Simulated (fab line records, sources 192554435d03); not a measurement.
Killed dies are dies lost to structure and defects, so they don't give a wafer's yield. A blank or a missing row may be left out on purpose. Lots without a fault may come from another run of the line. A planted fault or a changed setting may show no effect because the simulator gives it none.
Which tool did it? | flow n5_finfet | 12 lots, 32 wafers sampled, at 4 steps of a route of 1938

WHAT THE GAUGES READ, wafer by wafer
N5_ZERO_LAYER_INSPECT_20: inspects for defects (darkfield).
lot  | measured    | on                | raw_defect_count
L155 | day 1 13:23 | defect_inspect-02 | 22 22 33
L156 | day 1 19:37 | defect_inspect-02 | 57 35 44
L159 | day 2 13:23 | defect_inspect-01 | 18 29
L160 | day 2 19:50 | defect_inspect-01 | 31 55
L161 | day 3 01:23 | defect_inspect-01 | 9 28
L162 | day 3 07:23 | defect_inspect-01 | 27 32
L163 | day 3 13:43 | defect_inspect-01 | 1133 1107 1105
L165 | day 4 01:25 | defect_inspect-02 | 1144 1084 1054
L175 | day 6 13:17 | defect_inspect-02 | 21 48 24
L176 | day 6 19:16 | defect_inspect-01 | 17 24 28
L177 | day 7 01:16 | defect_inspect-01 | 10 34 9
L178 | day 7 07:28 | defect_inspect-01 | 36 34 37

N5_WELL_APT_INSPECT_10: inspects for defects (macro).
lot  | measured    | on                | raw_defect_count
L155 | day 1 13:44 | defect_inspect-01 | 3 1 2
L156 | day 1 20:05 | defect_inspect-01 | 3 1 1
L159 | day 2 13:52 | defect_inspect-01 | 7 0
L160 | day 2 20:11 | defect_inspect-02 | 0 0
L161 | day 3 01:44 | defect_inspect-02 | 2 0
L162 | day 3 07:44 | defect_inspect-01 | 3 1
L163 | day 3 14:11 | defect_inspect-01 | >300 >300 >300
L165 | day 4 01:47 | defect_inspect-02 | >300 >300 >300
L175 | day 6 13:38 | defect_inspect-01 | 4 5 1
L176 | day 6 19:45 | defect_inspect-01 | 1 1 0
L177 | day 7 01:38 | defect_inspect-01 | 1 3 0
L178 | day 7 07:58 | defect_inspect-01 | 2 4 1

N5_WELL_APT_CD_MEAS_25: target cd 200 nm.
lot  | measured    | on        | cd_nm (nm)
L155 | day 1 14:48 | cd_sem-03 | 203 204 200
L156 | day 1 21:26 | cd_sem-03 | 201 204 200
L159 | day 2 15:04 | cd_sem-01 | 197 196
L160 | day 2 21:24 | cd_sem-01 | 201 200
L161 | day 3 02:48 | cd_sem-01 | 208 202
L162 | day 3 08:49 | cd_sem-03 | 208 205
L163 | day 3 15:16 | cd_sem-02 | 203 199 202
L165 | day 4 03:02 | cd_sem-02 | 199 203 197
L175 | day 6 15:05 | cd_sem-03 | 200 202 203
L176 | day 6 20:56 | cd_sem-02 | 201 198 199
L177 | day 7 02:50 | cd_sem-02 | 205 198 200
L178 | day 7 09:10 | cd_sem-02 | 195 197 202

WHICH TOOL RAN EACH LOT (tool, then ch and the chambers of the sampled wafers, then the start)
lot  | N5_ZERO_LAYER_STRIP_24
L155 | plasma_asher-02 ch 0,1, day 1 13:01
L156 | plasma_asher-01 ch 0,1, day 1 19:16
L159 | plasma_asher-02 ch 1, day 2 13:01
L160 | plasma_asher-01 ch 0,1, day 2 19:26
L161 | plasma_asher-01 ch 1, day 3 01:01
L162 | plasma_asher-01 ch 1, day 3 07:02
L163 | plasma_asher-01 ch 0,1, day 3 13:20
L165 | plasma_asher-01 ch 0,1, day 4 01:03
L175 | plasma_asher-02 ch 0,1, day 6 12:54
L176 | plasma_asher-02 ch 0,1, day 6 18:55
L177 | plasma_asher-01 ch 0,1, day 7 00:56
L178 | plasma_asher-01 ch 0,1, day 7 07:07
- N5_ZERO_LAYER_STRIP_24: strips in O2.

WHAT THE TOOLS THEMSELVES READ (means of the sampled wafers that have a number; where no wafer has one, the mark that the record gives instead)
N5_ZERO_LAYER_STRIP_24.
lot  | tool            | drypump_motor_current_A (A) | heater_power_w (W) | o2_flow_sccm (sccm) | oes_product_au (a.u.) | strip_time_to_endpoint_s (s)
L155 | plasma_asher-02 | 5.3                         | 331                | 6735                | 0.651                 | 43.77
L156 | plasma_asher-01 | 5.8                         | 320                | 6755                | 0.650                 | 43.82
L159 | plasma_asher-02 | 5.5                         | 318                | 6768                | 0.645                 | 43.79
L160 | plasma_asher-01 | 6.0                         | 316                | 6734                | 0.647                 | 43.88
L161 | plasma_asher-01 | 5.7                         | 318                | 6737                | 0.644                 | 43.97
L162 | plasma_asher-01 | 5.6                         | 310                | 6755                | 0.648                 | 43.81
L163 | plasma_asher-01 | 5.9                         | 320                | 6767                | 0.651                 | 43.88
L165 | plasma_asher-01 | 6.0                         | 322                | 6759                | 0.652                 | 43.80
L175 | plasma_asher-02 | 5.4                         | 331                | 6729                | 0.646                 | 43.76
L176 | plasma_asher-02 | 5.4                         | 327                | 6751                | 0.652                 | 43.74
L177 | plasma_asher-01 | 6.0                         | 327                | 6731                | 0.644                 | 43.89
L178 | plasma_asher-01 | 5.8                         | 323                | 6727                | 0.650                 | 43.75

THE ANSWER, worked out from the rows above alone
Rule: what is usual is taken from the lots themselves. Put in order of their means at a reading, lots are off if they are a third of the lots or fewer, leave a main group of 4 or more, and stand apart from it by a gap of 3 or more times the standard deviation of the main group's means; of several such gaps the widest counts. A main group whose means are all the same, to the digits that the tables above print for the reading, isn't used. A lot without any number at a reading at which 4 lots or more have one is off too. The other lots that the step has rows for count as sound. The gauges are gone through in route order, then the tools' own readings, and for those a lot's mean is taken as printed above. The first step at which some lot is off is used, and at that step the reading that is off furthest; a lot without a number counts as furthest.
Off: L163, L165, at N5_ZERO_LAYER_INSPECT_20 (raw_defect_count). The main group: mean 29, standard deviation 9.1.
A tool fits if, at a process step before that reading, it ran every lot that is off, and no sound lot after the first of them. The gauges at N5_ZERO_LAYER_INSPECT_20 are tried like those tools. None of those tried fits.

WHAT THE SIMULATOR HAD PUT IN
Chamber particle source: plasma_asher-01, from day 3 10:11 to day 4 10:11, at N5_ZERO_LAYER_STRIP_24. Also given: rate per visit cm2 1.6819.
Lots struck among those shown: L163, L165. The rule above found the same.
